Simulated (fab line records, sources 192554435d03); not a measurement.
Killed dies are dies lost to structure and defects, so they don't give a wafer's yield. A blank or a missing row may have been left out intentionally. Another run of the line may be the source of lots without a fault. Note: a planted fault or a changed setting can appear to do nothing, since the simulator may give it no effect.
Matching of chambers -- flow n5 finfet -- 4 sister chambers for N5_BEOL_M10_ETCH_65 on rie diel-05
The step etches SiARC in CF4, target depth 39 nm, time 65 s. 4 wafers are shown with their chamber, then 8 later ones without.

== WAFERS WITH THEIR CHAMBER ==
wafer,chamber,drypump motor current A (A)
L089.1,3,5.7
L089.2,0,6.6
L089.3,1,5.7
L094.2,2,5.1

== WAFERS MISSING THEIR CHAMBER ==
wafer,drypump motor current A (A)
L094.5,5.8
L094.6,6.6
L096.4,5.8
L096.5,5.7
L096.6,5.1
L097.1,6.6
L097.2,5.1
L097.6,5.7

== EACH ONE'S CHAMBER ==
wafer,from the rows above,in truth
L094.5,can't be placed: 1 or 3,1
L094.6,0,0
L096.4,can't be placed: 1 or 3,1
L096.5,can't be placed: 1 or 3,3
L096.6,2,2
L097.1,0,0
L097.2,2,2
L097.6,can't be placed: 1 or 3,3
Correctly placed: 4 of 8. Cannot be placed on the basis of these rows: 4; the candidates contain the true chamber in 4. Placed wrongly: 0.
How it was worked out, from the rows above alone: a wafer's distance from a chamber is the root of the sum, over the readings, of the square of ((its reading less the chamber's mean) divided by the reading's scatter). If the next closest chamber is less than 2 further off than the closest, the wafer can't be placed; otherwise it belongs to the closest. Each chamber's mean is taken over the wafers shown for it. The scatter: with one shown wafer a chamber, the root of the mean of the squares of how far each hidden wafer lies from its nearest shown one.
